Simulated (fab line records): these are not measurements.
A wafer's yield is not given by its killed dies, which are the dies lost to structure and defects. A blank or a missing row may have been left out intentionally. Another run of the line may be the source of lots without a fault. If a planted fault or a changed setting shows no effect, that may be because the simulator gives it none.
Which tool did it? | flow nand_harc | 32 wafers from 12 lots sampled at 7 of the route's 1302 steps

== WHAT EACH GAUGE READ, for each wafer ==
NHARC_P_GATE_INSPECT_68.
lot  | measured     | on                | raw_defect_count
L550 | day 5 13:09  | defect_inspect-02 | 220 146 174
L551 | day 6 07:31  | defect_inspect-01 | 154 206 168
L556 | day 8 08:52  | defect_inspect-02 | 1187 1183
L557 | day 8 11:57  | defect_inspect-01 | 1169 1190
L563 | day 11 06:57 | defect_inspect-01 | 308 187 202
L564 | day 11 23:55 | defect_inspect-02 | 247 160 202
L565 | day 12 00:23 | defect_inspect-02 | 151 232 434
L566 | day 12 13:54 | defect_inspect-01 | 507 182 177
L568 | day 13 10:13 | defect_inspect-01 | 217 118 156
L569 | day 13 23:25 | defect_inspect-02 | 349 293 237
L570 | day 14 03:29 | defect_inspect-01 | 155 115 200
L573 | day 15 04:02 | defect_inspect-01 | 161 157 160

NHARC_END_SORT_01.
lot  | measured     | on        | killed_at_array | killed_at_other | killed_at_periphery | killed_dies | killed_open | killed_short
L556 | day 30 14:37 | prober-02 | 45              | 0               | 95                  | 140         | 2           | 0
L557 | day 26 10:40 | prober-01 | 54              | 1               | 93                  | 148         | 3           | 1
L566 | day 30 18:16 | prober-02 | 66 72 62        | 0 0 0           | 2 5 5               | 68 77 67    | 2 6 5       | 6 4 3

== TOOL THAT RAN EACH LOT (tool first, then ch and the chambers of the sampled wafers, then the start) ==
lot  | NHARC_P_GATE_STRIP_75                | NHARC_P_GATE_STRIP_112               | NHARC_P_GATE_RTA_80              | NHARC_P_GATE_RTA_82              | NHARC_P_CONTACT_DEP_30
L550 | plasma_asher-02 ch 0,1, day 5 07:35  | plasma_asher-02 ch 0,1, day 5 09:07  | rtp_anneal-01 ch 0, day 5 12:34  | rtp_anneal-02 ch 0, day 5 13:02  | pecvd-02 ch 0,1,2, day 5 13:20
L551 | plasma_asher-01 ch 0,1, day 6 01:14  | plasma_asher-01 ch 0,1, day 6 02:50  | rtp_anneal-02 ch 0, day 6 06:38  | rtp_anneal-02 ch 0, day 6 07:19  | pecvd-03 ch 1,2, day 6 07:37
L556 | plasma_asher-02 ch 0, day 8 03:21    | plasma_asher-02 ch 1, day 8 04:48    | rtp_anneal-02 ch 0, day 8 08:20  | rtp_anneal-01 ch 0, day 8 08:48  | pecvd-04 ch 2, day 8 11:53
L557 | plasma_asher-02 ch 1, day 8 06:19    | plasma_asher-02 ch 1, day 8 07:53    | rtp_anneal-01 ch 0, day 8 11:26  | rtp_anneal-01 ch 0, day 8 11:53  | pecvd-03 ch 1, day 8 16:28
L563 | plasma_asher-02 ch 0,1, day 11 01:09 | plasma_asher-01 ch 0,1, day 11 02:44 | rtp_anneal-02 ch 0, day 11 06:17 | rtp_anneal-01 ch 0, day 11 06:45 | pecvd-03 ch 0,1, day 11 07:03
L564 | plasma_asher-02 ch 0,1, day 11 18:28 | plasma_asher-02 ch 0,1, day 11 19:51 | rtp_anneal-02 ch 0, day 11 23:19 | rtp_anneal-01 ch 0, day 11 23:47 | pecvd-03 ch 0,1, day 12 00:04
L565 | plasma_asher-01 ch 0, day 11 18:39   | plasma_asher-02 ch 0,1, day 11 20:06 | rtp_anneal-02 ch 0, day 11 23:44 | rtp_anneal-01 ch 0, day 12 00:11 | pecvd-04 ch 0,1,2, day 12 00:29
L566 | plasma_asher-01 ch 0,1, day 12 07:58 | plasma_asher-02 ch 0,1, day 12 09:25 | rtp_anneal-01 ch 0, day 12 13:14 | rtp_anneal-01 ch 0, day 12 13:42 | pecvd-02 ch 1,2, day 12 13:59
L568 | plasma_asher-01 ch 0,1, day 13 04:22 | plasma_asher-01 ch 0,1, day 13 05:43 | rtp_anneal-01 ch 0, day 13 09:36 | rtp_anneal-02 ch 0, day 13 10:04 | pecvd-04 ch 0,1,2, day 13 10:17
L569 | plasma_asher-02 ch 0,1, day 13 17:43 | plasma_asher-01 ch 0,1, day 13 19:13 | rtp_anneal-02 ch 0, day 13 22:47 | rtp_anneal-01 ch 0, day 13 23:14 | pecvd-04 ch 0,2, day 13 23:28
L570 | plasma_asher-01 ch 0,1, day 13 21:49 | plasma_asher-02 ch 0,1, day 13 23:16 | rtp_anneal-02 ch 0, day 14 02:52 | rtp_anneal-01 ch 0, day 14 03:19 | pecvd-03 ch 1,2, day 14 03:34
L573 | plasma_asher-02 ch 0,1, day 14 22:27 | plasma_asher-01 ch 0,1, day 14 23:55 | rtp_anneal-01 ch 0, day 15 03:23 | rtp_anneal-01 ch 0, day 15 03:51 | pecvd-04 ch 0,1,2, day 15 04:07
- NHARC_P_GATE_STRIP_75: strips in O2.
- NHARC_P_GATE_STRIP_112: strips in N2/H2, time 200 s.
- NHARC_P_GATE_RTA_80: time 30 s.
- NHARC_P_GATE_RTA_82: time 30 s.
- NHARC_P_CONTACT_DEP_30: deposits SiNx, target thk 30 nm.

== WHAT THE TOOLS THEMSELVES READ (means of the sampled wafers that have a number; where no wafer has one, the mark that the record gives instead) ==
NHARC_P_GATE_STRIP_75.
lot  | tool            | drypump_motor_current_A (A) | heater_power_w (W) | temp_c (C)
L550 | plasma_asher-02 | 5.96                        | 330                | 249.96
L551 | plasma_asher-01 | 5.86                        | 274                | 249.98
L556 | plasma_asher-02 | 5.84                        | 263                | 250.13
L557 | plasma_asher-02 | 6.01                        | 359                | 249.81
L563 | plasma_asher-02 | 5.92                        | 306                | 250.04
L564 | plasma_asher-02 | 5.90                        | 296                | 250.06
L565 | plasma_asher-01 | 5.93                        | 248                | 249.87
L566 | plasma_asher-01 | 5.84                        | 267                | 249.98
L568 | plasma_asher-01 | 5.77                        | 292                | 250.11
L569 | plasma_asher-02 | 5.95                        | 318                | 249.87
L570 | plasma_asher-01 | 5.86                        | 273                | 250.05
L573 | plasma_asher-02 | 5.91                        | 296                | 250.24

NHARC_P_GATE_STRIP_112.
lot  | tool            | drypump_motor_current_A (A) | heater_power_w (W) | temp_c (C)
L550 | plasma_asher-02 | 5.96                        | 88                 | 109.95
L551 | plasma_asher-01 | 5.76                        | 82                 | 109.90
L556 | plasma_asher-02 | 5.99                        | 96                 | 110.03
L557 | plasma_asher-02 | 5.99                        | 96                 | 109.73
L563 | plasma_asher-01 | 5.77                        | 76                 | 110.17
L564 | plasma_asher-02 | 5.97                        | 84                 | 110.05
L565 | plasma_asher-02 | 5.97                        | 85                 | 109.94
L566 | plasma_asher-02 | 5.91                        | 79                 | 110.05
L568 | plasma_asher-01 | 5.77                        | 78                 | 109.79
L569 | plasma_asher-01 | 5.84                        | 72                 | 109.91
L570 | plasma_asher-02 | 5.90                        | 80                 | 109.95
L573 | plasma_asher-01 | 5.78                        | 78                 | 109.99

NHARC_P_GATE_RTA_80.
lot  | tool          | lamp_power_pct (%) | wafer_temp_C_max
L550 | rtp_anneal-01 | 2.02               | 301.9
L551 | rtp_anneal-02 | 2.21               | 302.3
L556 | rtp_anneal-02 | 2.22               | 302.5
L557 | rtp_anneal-01 | 2.02               | 301.9
L563 | rtp_anneal-02 | 2.21               | 302.4
L564 | rtp_anneal-02 | 2.22               | 302.1
L565 | rtp_anneal-02 | 2.21               | 302.4
L566 | rtp_anneal-01 | 2.02               | 301.7
L568 | rtp_anneal-01 | 2.02               | 301.6
L569 | rtp_anneal-02 | 2.21               | 302.4
L570 | rtp_anneal-02 | 2.22               | 302.5
L573 | rtp_anneal-01 | 2.02               | 301.7

NHARC_P_GATE_RTA_82.
lot  | tool          | lamp_power_pct (%) | wafer_temp_C_max
L550 | rtp_anneal-02 | 4.34               | 452.5
L551 | rtp_anneal-02 | 4.34               | 453.4
L556 | rtp_anneal-01 | 3.97               | 452.1
L557 | rtp_anneal-01 | 3.97               | 452.1
L563 | rtp_anneal-01 | 3.98               | 452.8
L564 | rtp_anneal-01 | 3.98               | 452.7
L565 | rtp_anneal-01 | 3.98               | 452.9
L566 | rtp_anneal-01 | 3.98               | 452.0
L568 | rtp_anneal-02 | 4.34               | 452.5
L569 | rtp_anneal-01 | 3.98               | 452.9
L570 | rtp_anneal-01 | 3.98               | 453.1
L573 | rtp_anneal-01 | 3.98               | 452.7

NHARC_P_CONTACT_DEP_30.
lot  | tool     | heater_power_w (W)
L550 | pecvd-02 | 732
L551 | pecvd-03 | 670
L556 | pecvd-04 | 677
L557 | pecvd-03 | 684
L563 | pecvd-03 | 690
L564 | pecvd-03 | 756
L565 | pecvd-04 | 649
L566 | pecvd-02 | 696
L568 | pecvd-04 | 704
L569 | pecvd-04 | 792
L570 | pecvd-03 | 722
L573 | pecvd-04 | 703

== THE ANSWER, worked out from the rows above alone ==
Rule: what is usual is taken from the lots themselves. Put in order of their means at a reading, lots are off if they are a third of the lots or fewer, leave a main group of 4 or more, and stand apart from it by a gap of 3 or more times the standard deviation of the main group's means; of several such gaps the widest counts. A main group whose means are all the same, to the digits that the tables above print for the reading, isn't used. A lot without any number at a reading at which 4 lots or more have one is off too. All remaining lots with rows at the step are treated as sound. First the gauges in route order, then the tools' own readings, where a lot's mean is used as printed above. At the first step where some lot is off, the reading lying furthest off is the one used; lots without a number count as furthest.
Off: L556, L557 (NHARC_P_GATE_INSPECT_68, raw_defect_count). For the main group the mean is 212 and the standard deviation 52.
If a tool, at a process step before that reading, ran all the lots that are off and no sound lot after the first of them, it fits. Gauges at NHARC_P_GATE_INSPECT_68: tried the same way as those tools. No candidate that was tried fits.

== WHAT WAS PUT IN BY THE SIMULATOR ==
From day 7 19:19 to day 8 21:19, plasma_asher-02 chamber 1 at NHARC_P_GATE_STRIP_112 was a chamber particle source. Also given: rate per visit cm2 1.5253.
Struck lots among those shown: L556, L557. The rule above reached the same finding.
